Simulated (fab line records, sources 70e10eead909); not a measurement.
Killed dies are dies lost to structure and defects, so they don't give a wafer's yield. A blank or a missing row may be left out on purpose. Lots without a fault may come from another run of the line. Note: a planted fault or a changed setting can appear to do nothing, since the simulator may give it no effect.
The tool behind it: which one? | flow nand-harc | 24 lots, 72 wafers sampled, at 5 steps of a route of 1302

## WHAT THE GAUGES SHOWED, per wafer
NHARC_P_CONTACT_CD_MEAS_19. Usual: 89.7 nm for cd-nm, sd 1.9.
lot  | measured     | on        | cd-nm (nm)     | flag
L074 | day 5 22:26  | cd-sem-01 | 86.9 86.6 90.5 |
L075 | day 6 10:55  | cd-sem-02 | 88.7 87.2 85.9 |
L076 | day 6 19:28  | cd-sem-01 | 89.0 88.5 90.2 |
L077 | day 7 06:58  | cd-sem-01 | 88.4 87.4 86.7 |
L078 | day 7 07:44  | cd-sem-03 | 93.1 91.6 89.8 |
L079 | day 7 22:21  | cd-sem-03 | 87.2 88.3 85.9 |
L080 | day 8 13:27  | cd-sem-02 | 88.2 88.5 87.6 |
L081 | day 8 19:34  | cd-sem-01 | 90.3 92.3 90.4 |
L082 | day 9 08:29  | cd-sem-03 | 89.7 90.5 89.8 |
L083 | day 9 20:38  | cd-sem-02 | 85.6 89.7 87.1 |
L084 | day 10 04:58 | cd-sem-03 | 91.3 90.9 90.9 |
L085 | day 10 09:41 | cd-sem-03 | 93.7 91.0 91.3 |
L086 | day 10 23:32 | cd-sem-03 | 87.8 88.3 88.7 |
L087 | day 11 04:00 | cd-sem-01 | 85.6 88.6 88.9 |
L088 | day 11 19:09 | cd-sem-02 | 91.1 90.8 90.7 |
L089 | day 12 02:04 | cd-sem-02 | 87.9 90.7 91.9 |
L090 | day 12 16:17 | cd-sem-01 | 91.3 91.9 90.2 |
L091 | day 13 04:20 | cd-sem-03 | 89.0 89.7 89.4 |
L092 | day 13 05:16 | cd-sem-01 | 90.2 91.6 92.1 |
L093 | day 13 19:22 | cd-sem-03 | 91.1 91.1 91.4 |
L094 | day 14 11:58 | cd-sem-01 | 88.5 91.9 90.0 |
L095 | day 14 14:46 | cd-sem-03 | 90.2 90.8 90.4 |
L096 | day 15 01:15 | cd-sem-03 | 88.0 90.3 91.2 |
L097 | day 15 13:46 | cd-sem-01 | 89.0 92.1 90.2 |

NHARC_P_M2_INSPECT_11. Usual: 4.3 for raw-defect-count, sd 2.4.
lot  | measured     | on                | raw-defect-count | flag
L074 | day 6 09:49  | defect-inspect-02 | 3 2 1            |
L075 | day 6 22:26  | defect-inspect-02 | 5 2 4            |
L076 | day 7 06:38  | defect-inspect-02 | 0 5 1            |
L077 | day 7 18:26  | defect-inspect-02 | 6 4 5            |
L078 | day 7 19:17  | defect-inspect-01 | 4 10 4           |
L079 | day 8 10:13  | defect-inspect-02 | 10 12 7          |
L080 | day 9 00:55  | defect-inspect-02 | 2 5 3            |
L081 | day 9 07:04  | defect-inspect-01 | 9 3 4            |
L082 | day 9 19:47  | defect-inspect-01 | 4 6 4            |
L083 | day 10 08:24 | defect-inspect-01 | 3 5 5            |
L084 | day 10 16:48 | defect-inspect-01 | 6 4 6            |
L085 | day 10 21:26 | defect-inspect-02 | 2 7 1            |
L086 | day 11 11:35 | defect-inspect-01 | 2 4 2            |
L087 | day 11 15:17 | defect-inspect-01 | 3 3 8            |
L088 | day 12 06:37 | defect-inspect-02 | 3 7 5            |
L089 | day 12 13:33 | defect-inspect-02 | 7 15 7           |
L090 | day 13 04:29 | defect-inspect-01 | 3 3 3            |
L091 | day 13 15:55 | defect-inspect-01 | 3 4 1            |
L092 | day 13 16:27 | defect-inspect-01 | 2 0 2            |
L093 | day 14 06:44 | defect-inspect-02 | 3 2 3            |
L094 | day 14 23:02 | defect-inspect-02 | 5 6 5            |
L095 | day 15 01:55 | defect-inspect-01 | 4 3 4            |
L096 | day 15 13:05 | defect-inspect-02 | 3 7 6            |
L097 | day 16 01:12 | defect-inspect-01 | 6 7 3            |

NHARC_P_M2_CD_MEAS_16. Usual: 170.4 nm for cd-nm, sd 1.
lot  | measured     | on        | cd-nm (nm)        | flag
L074 | day 6 10:11  | cd-sem-03 | 170.3 171.2 172.2 |
L075 | day 6 22:47  | cd-sem-01 | 169.9 170.1 170.0 |
L076 | day 7 07:00  | cd-sem-02 | 168.6 170.8 171.0 |
L077 | day 7 18:49  | cd-sem-03 | 170.7 171.6 171.2 |
L078 | day 7 19:39  | cd-sem-02 | 169.3 169.6 168.9 |
L079 | day 8 10:35  | cd-sem-01 | 170.3 169.0 170.8 |
L080 | day 9 01:17  | cd-sem-01 | 170.2 170.4 170.4 |
L081 | day 9 07:26  | cd-sem-01 | 170.7 170.2 171.0 |
L082 | day 9 20:10  | cd-sem-02 | 170.4 170.6 169.8 |
L083 | day 10 08:46 | cd-sem-01 | 170.6 169.8 168.6 |
L084 | day 10 17:10 | cd-sem-01 | 171.3 173.0 172.8 |
L085 | day 10 21:47 | cd-sem-01 | 169.1 169.2 169.4 |
L086 | day 11 12:01 | cd-sem-02 | 170.7 171.5 171.2 |
L087 | day 11 15:40 | cd-sem-02 | 172.2 171.8 171.6 |
L088 | day 12 07:02 | cd-sem-01 | 169.2 170.2 170.0 |
L089 | day 12 13:55 | cd-sem-01 | 170.0 169.4 170.4 |
L090 | day 13 04:51 | cd-sem-03 | 170.0 169.0 168.5 |
L091 | day 13 16:17 | cd-sem-03 | 171.2 170.2 170.9 |
L092 | day 13 16:49 | cd-sem-01 | 169.8 168.9 169.2 |
L093 | day 14 07:07 | cd-sem-02 | 171.3 169.7 171.3 |
L094 | day 14 23:26 | cd-sem-01 | 169.9 169.9 171.2 |
L095 | day 15 02:17 | cd-sem-01 | 171.3 172.9 171.1 |
L096 | day 15 13:28 | cd-sem-02 | 171.3 170.2 171.9 |
L097 | day 16 01:34 | cd-sem-02 | 170.7 170.3 169.4 |

## WHAT TOOL EACH LOT RAN ON (gives the tool, then ch and the chambers of the sampled wafers, and finally the start)
lot  | NHARC_P_CONTACT_STRIP_28           | NHARC_P_CONTACT_DEGAS_38
L074 | rie-diel-11 ch 1,2,3, day 5 22:31  | pvd-sputter-02, day 5 23:08
L075 | rie-diel-11 ch 0,2,3, day 6 11:00  | pvd-sputter-02, day 6 11:41
L076 | rie-diel-06 ch 0,1, day 6 19:34    | pvd-sputter-02, day 6 20:11
L077 | rie-diel-08 ch 1,2, day 7 07:04    | pvd-sputter-02, day 7 07:41
L078 | rie-diel-11 ch 0,1,2, day 7 07:50  | pvd-sputter-01, day 7 08:28
L079 | rie-diel-08 ch 0,1,3, day 7 22:28  | pvd-sputter-03, day 7 23:05
L080 | rie-diel-11 ch 1,2, day 8 13:31    | pvd-sputter-03, day 8 14:11
L081 | rie-diel-06 ch 0,1,3, day 8 19:38  | pvd-sputter-01, day 8 20:16
L082 | rie-diel-08 ch 0,1,2, day 9 08:33  | pvd-sputter-03, day 9 09:11
L083 | rie-diel-08 ch 0,1,3, day 9 20:43  | pvd-sputter-01, day 9 21:21
L084 | rie-diel-06 ch 0,2,3, day 10 05:02 | pvd-sputter-03, day 10 05:41
L085 | rie-diel-08 ch 2,3, day 10 09:45   | pvd-sputter-03, day 10 10:24
L086 | rie-diel-08 ch 1,2, day 10 23:37   | pvd-sputter-03, day 11 00:16
L087 | rie-diel-11 ch 2,3, day 11 04:04   | pvd-sputter-02, day 11 04:43
L088 | rie-diel-08 ch 1,2,3, day 11 19:14 | pvd-sputter-03, day 11 19:52
L089 | rie-diel-11 ch 0,2,3, day 12 02:09 | pvd-sputter-02, day 12 02:47
L090 | rie-diel-11 ch 0,3, day 12 16:22   | pvd-sputter-02, day 12 17:01
L091 | rie-diel-08 ch 2,3, day 13 04:25   | pvd-sputter-01, day 13 05:03
L092 | rie-diel-08 ch 1,3, day 13 05:22   | pvd-sputter-01, day 13 05:59
L093 | rie-diel-08 ch 0,2,3, day 13 19:29 | pvd-sputter-02, day 13 20:07
L094 | rie-diel-11 ch 1,2,3, day 14 12:04 | pvd-sputter-02, day 14 12:41
L095 | rie-diel-11 ch 0,2,3, day 14 14:52 | pvd-sputter-02, day 14 15:28
L096 | rie-diel-06 ch 1,2, day 15 01:19   | pvd-sputter-03, day 15 01:58
L097 | rie-diel-11 ch 0,1,3, day 15 13:52 | pvd-sputter-02, day 15 14:28
- NHARC_P_CONTACT_STRIP_28: strips in O2.
- NHARC_P_CONTACT_DEGAS_38: time 60 s.

## WHAT THE TOOLS THEMSELVES READ (means of the sampled wafers that have a number; where no wafer has one, the mark that the record gives instead)
NHARC_P_CONTACT_STRIP_28. Usual: drypump-motor-current-A 5.6 A, standard deviation 0.46; oes-product-au 1.000 a.u., standard deviation 0.0097; rf-vpp-V 57.8 V, standard deviation 0.88; showerhead-plenum-p-Torr 3.50 Torr, standard deviation 0.11; throttle-valve-pct 17.036 %, standard deviation 0.0094.
lot  | tool        | drypump-motor-current-A (A) | oes-product-au (a.u.) | rf-vpp-V (V) | showerhead-plenum-p-Torr (Torr) | throttle-valve-pct (%) | flag
L074 | rie-diel-11 | 5.8                         | 0.998                 | 58.2         | 3.55                            | 17.023                 |
L075 | rie-diel-11 | 5.5                         | 1.011                 | 58.6         | 3.45                            | 17.029                 |
L076 | rie-diel-06 | 5.0                         | 0.999                 | 57.9         | 3.41                            | 17.038                 |
L077 | rie-diel-08 | 5.5                         | 0.993                 | 56.8         | 3.47                            | 17.040                 |
L078 | rie-diel-11 | 5.7                         | 1.003                 | 58.1         | 3.55                            | 17.031                 |
L079 | rie-diel-08 | 5.8                         | 0.996                 | 57.9         | 3.58                            | 17.036                 |
L080 | rie-diel-11 | 5.5                         | 1.007                 | 58.2         | 3.58                            | 17.045                 |
L081 | rie-diel-06 | 5.6                         | 0.991                 | 57.9         | 3.43                            | 17.037                 |
L082 | rie-diel-08 | 5.5                         | 1.005                 | 58.2         | 3.51                            | 17.050                 |
L083 | rie-diel-08 | 5.8                         | 0.998                 | 57.5         | 3.58                            | 17.035                 |
L084 | rie-diel-06 | 5.4                         | 1.002                 | 57.9         | 3.43                            | 17.040                 |
L085 | rie-diel-08 | 5.5                         | 1.013                 | 58.0         | 3.41                            | 17.033                 |
L086 | rie-diel-08 | 5.5                         | 1.002                 | 58.7         | 3.47                            | 17.034                 |
L087 | rie-diel-11 | 5.7                         | 1.000                 | 58.5         | 3.45                            | 17.034                 |
L088 | rie-diel-08 | 5.7                         | 1.005                 | 58.3         | 3.48                            | 17.040                 |
L089 | rie-diel-11 | 5.5                         | 0.999                 | 58.1         | 3.45                            | 17.034                 |
L090 | rie-diel-11 | 5.8                         | 0.998                 | 56.5         | 3.42                            | 17.040                 |
L091 | rie-diel-08 | 5.5                         | 1.001                 | 57.1         | 3.41                            | 17.044                 |
L092 | rie-diel-08 | 6.0                         | 0.995                 | 58.7         | 3.55                            | 17.035                 |
L093 | rie-diel-08 | 5.7                         | 1.003                 | 58.3         | 3.52                            | 17.033                 |
L094 | rie-diel-11 | 5.8                         | 1.002                 | 58.2         | 3.55                            | 17.033                 |
L095 | rie-diel-11 | 5.5                         | 1.002                 | 57.0         | 3.45                            | 17.047                 |
L096 | rie-diel-06 | 5.6                         | 1.004                 | 56.7         | 3.39                            | 17.032                 |
L097 | rie-diel-11 | 6.0                         | 0.996                 | 57.7         | 3.52                            | 17.039                 |

NHARC_P_CONTACT_DEGAS_38. Usual: 463 W for heater-power-w, sd 23.
lot  | tool           | heater-power-w (W) | flag
L074 | pvd-sputter-02 | 452                |
L075 | pvd-sputter-02 | 474                |
L076 | pvd-sputter-02 | 465                |
L077 | pvd-sputter-02 | 449                |
L078 | pvd-sputter-01 | 468                |
L079 | pvd-sputter-03 | 447                |
L080 | pvd-sputter-03 | 470                |
L081 | pvd-sputter-01 | 466                |
L082 | pvd-sputter-03 | 443                |
L083 | pvd-sputter-01 | 461                |
L084 | pvd-sputter-03 | 438                |
L085 | pvd-sputter-03 | 459                |
L086 | pvd-sputter-03 | 484                |
L087 | pvd-sputter-02 | 452                |
L088 | pvd-sputter-03 | 469                |
L089 | pvd-sputter-02 | 450                |
L090 | pvd-sputter-02 | 456                |
L091 | pvd-sputter-01 | 450                |
L092 | pvd-sputter-01 | 457                |
L093 | pvd-sputter-02 | 473                |
L094 | pvd-sputter-02 | 482                |
L095 | pvd-sputter-02 | 444                |
L096 | pvd-sputter-03 | 482                |
L097 | pvd-sputter-02 | 446                |

## THE ANSWER, worked out from the rows above alone
Rule: lot off if the mean of its wafers having a number is beyond 3 standard deviations from the usual mean. A lot without any number at a reading at which 4 lots or more have one is off too. All remaining lots with rows at the step are treated as sound. First the gauges in route order, then the tools' own readings, where a lot's mean is used as printed above. At the first step where some lot is off, the reading lying furthest off is the one used; lots without a number count as furthest.
No lot is off at any reading shown: from this, nothing can be told.

## WHAT WAS PUT IN BY THE SIMULATOR
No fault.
